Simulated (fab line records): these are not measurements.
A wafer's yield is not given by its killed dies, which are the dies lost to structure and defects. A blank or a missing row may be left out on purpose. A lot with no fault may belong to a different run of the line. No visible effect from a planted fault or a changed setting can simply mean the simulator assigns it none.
Which tool did it? -- flow n5-finfet -- 12 lots, 36 wafers sampled, at 1 step of a route of 1938

WHAT THE GAUGES SHOWED, per wafer
N5_BEOL_M8_THK_MEAS_53: measures by xrf.
lot,measured,on,M8_THK (nm)
L075,day 10 05:23,film-metro-02,76.9 81.2 79.2
L076,day 10 09:55,film-metro-01,79.4 80.6 79.5
L078,day 11 13:50,film-metro-02,81.8 79.6 79.3
L080,day 12 02:40,film-metro-01,79.1 77.5 79.5
L085,day 12 11:11,film-metro-01,78.4 77.4 78.1
L087,day 12 20:01,film-metro-01,79.7 80.5 81.3
L086,day 12 21:37,film-metro-02,80.6 81.4 83.4
L089,day 13 13:35,film-metro-01,77.6 78.8 82.8
L092,day 14 13:39,film-metro-01,81.7 79.0 77.0
L093,day 14 23:54,film-metro-01,79.4 81.5 78.2
L097,day 15 16:11,film-metro-01,78.6 75.6 78.3
L095,day 15 21:40,film-metro-01,76.8 78.8 79.2

TOOL THAT RAN EACH LOT (tool first, then ch and the chambers of the sampled wafers, then the start)
The record shows no process step preceding these readings.

THE ANSWER, worked out from the rows above alone
Rule: what is usual is taken from the lots themselves. The widest of any qualifying gaps counts: lots, ordered by their means at a reading, are off when they make up no more than a third of the lots, leave a main group of 4 or more, and stand apart from it by 3 or more times the standard deviation of that group's means. A main group whose means are all the same, to the digits that the tables above print for the reading, isn't used. A lot without any number at a reading at which 4 lots or more have one is off too. Any other lot the step has rows for is counted as sound.
No lot is off on any of the readings shown, so nothing can be concluded from this.

WHAT THE SIMULATOR PUT IN
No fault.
